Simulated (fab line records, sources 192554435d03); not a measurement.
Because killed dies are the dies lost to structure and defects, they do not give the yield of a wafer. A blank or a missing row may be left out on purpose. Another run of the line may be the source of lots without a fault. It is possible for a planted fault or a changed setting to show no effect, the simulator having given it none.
Chamber matching | flow n5-finfet | N5_BEOL_M0_SAQP_ETCH_84 on rie-diel-05: 4 sister chambers
The step etches SOC in N2/H2, target depth 100 nm, overetch 20 nm, time 150 s. 8 wafers are shown with their chamber, then 10 later ones without.

EACH WAFER AND ITS CHAMBER
wafer  | chamber | showerhead-plenum-p-Torr (Torr) | drypump-motor-current-A (A)
L081.1 | 0       | 2.61                            | 5.60
L081.6 | 2       | 2.44                            | 6.07
L083.3 | 3       | 2.58                            | 5.65
L083.4 | 2       | 2.43                            | 6.11
L088.1 | 0       | 2.60                            | 5.64
L088.6 | 1       | 2.62                            | 5.93
L089.3 | 1       | 2.62                            | 5.94
L089.4 | 3       | 2.58                            | 5.65

WAFERS WITH NO CHAMBER GIVEN
wafer  | showerhead-plenum-p-Torr (Torr) | drypump-motor-current-A (A)
L089.6 | 2.58                            | 5.65
L090.2 | 2.62                            | 5.91
L090.4 | 2.43                            | 6.05
L090.6 | 2.62                            | 5.91
L092.1 | 2.42                            | 6.06
L092.2 | 2.57                            | 5.61
L092.5 | 2.62                            | 5.90
L095.2 | 2.60                            | 5.66
L095.3 | 2.43                            | 6.02
L095.5 | 2.62                            | 5.94

EACH ONE'S CHAMBER
wafer  | from the rows above     | in truth
L089.6 | 3                       | 3
L090.2 | 1                       | 1
L090.4 | 2                       | 2
L090.6 | 1                       | 1
L092.1 | 2                       | 2
L092.2 | 3                       | 3
L092.5 | 1                       | 1
L095.2 | can't be placed: 0 or 3 | 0
L095.3 | 2                       | 2
L095.5 | 1                       | 1
9 of 10 placed correctly. These rows do not allow placing 1 (true chamber among the candidates in 1). 0 placed wrongly.
How it was worked out, from the rows above alone: a wafer's distance from a chamber is the root of the sum, over the readings, of the square of ((its reading less the chamber's mean) divided by the reading's scatter). The wafer belongs to the nearest chamber; if the next one is less than 2 further off, it can't be placed. For every chamber, the mean is computed from those of its wafers that are shown. The scatter is the square root of a quotient: the sum, over the shown wafers, of each reading's squared deviation from its chamber's mean, divided by wafers minus chambers.
